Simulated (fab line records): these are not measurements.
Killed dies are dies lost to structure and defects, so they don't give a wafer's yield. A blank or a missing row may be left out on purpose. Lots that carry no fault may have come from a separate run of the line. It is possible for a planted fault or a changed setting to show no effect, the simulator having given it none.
Matching of chambers    flow n5Finfet    aldHk-01 running N5_HKMG_FIN_ALD_75: 4 sister chambers
The step deposits Al2O3, target thk 1 nm, co reactant pulse time 1 s. 8 wafers are shown with their chamber, then 7 later ones without.

## WAFERS WITH THEIR CHAMBER
wafer   chamber  heaterPowerW (W)  heaterPowerOuterW (W)
L430.3  1        154               79
L432.5  3        177               89
L432.6  0        131               74
L439.2  0        133               74
L439.3  1        154               82
L439.4  2        158               83
L441.2  3        172               90
L441.5  2        163               82

## WAFERS WHOSE CHAMBER IS MISSING
wafer   heaterPowerW (W)  heaterPowerOuterW (W)
L441.6  156               78
L443.1  173               88
L443.5  176               89
L443.6  134               72
L444.2  133               73
L444.3  159               82
L444.5  136               73

## EACH ONE'S CHAMBER
wafer   from the rows above      in truth
L441.6  can't be placed: 1 or 2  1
L443.1  3                        3
L443.5  3                        3
L443.6  0                        0
L444.2  0                        0
L444.3  can't be placed: 2 or 1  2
L444.5  0                        0
Correctly placed: 5 of 7. Not placeable from these rows: 2 (in 2, the candidates include the true chamber). Wrongly placed: 0.
How it was worked out, from the rows above alone: a wafer's distance from a chamber is the root of the sum, over the readings, of the square of ((its reading less the chamber's mean) divided by the reading's scatter). The wafer belongs to the nearest chamber; if the next one is less than 2 further off, it can't be placed. Each chamber's mean is taken over the wafers shown for it. How the scatter is found: for the shown wafers, subtract from each reading the mean of its chamber, square and add these, divide the total by (wafers less chambers), then take the root.
